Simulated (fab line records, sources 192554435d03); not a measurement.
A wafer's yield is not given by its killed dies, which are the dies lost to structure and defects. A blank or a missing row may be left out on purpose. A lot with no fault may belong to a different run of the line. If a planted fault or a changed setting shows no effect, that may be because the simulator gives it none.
Chamber matching    flow n5-finfet    N5_FIN_SAQP_ETCH_65 on rie-si-06: 4 sister chambers
The step etches SiO2 in CF4, target depth 4 nm, time 4.4 s. 4 wafers are shown with their chamber, then 7 later ones without.

== WAFERS PAIRED WITH THEIR CHAMBERS ==
wafer   chamber  throttle-valve-pct (%)
L079.5  2        21.77
L080.2  1        21.49
L081.1  0        22.00
L081.3  3        21.78

== WAFERS MISSING THEIR CHAMBER ==
wafer   throttle-valve-pct (%)
L081.6  21.79
L082.2  21.78
L082.3  21.48
L082.5  21.78
L091.2  21.49
L091.3  21.39
L091.6  21.99

== THE CHAMBER EACH PASSED THROUGH ==
wafer    from the rows above       in truth
L081.6   can't be placed: 3 or 2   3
L082.2   can't be placed: 3 or 2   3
L082.3   1                         1
L082.5   can't be placed: 3 or 2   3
L091.2   1                         1
L091.3   1                         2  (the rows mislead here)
L091.6   0                         0
3 of 7 placed correctly. Not placeable from these rows: 3 (in 3, the candidates include the true chamber). Placed wrongly: 1.
How it was worked out, from the rows above alone: a wafer's distance from a chamber is the root of the sum, over the readings, of the square of ((its reading less the chamber's mean) divided by the reading's scatter). If the next closest chamber is less than 2 further off than the closest, the wafer can't be placed; otherwise it belongs to the closest. A chamber's mean is the mean of its shown wafers. The scatter: root of mean squared gap, hidden wafer to nearest shown wafer, with one shown wafer a chamber.
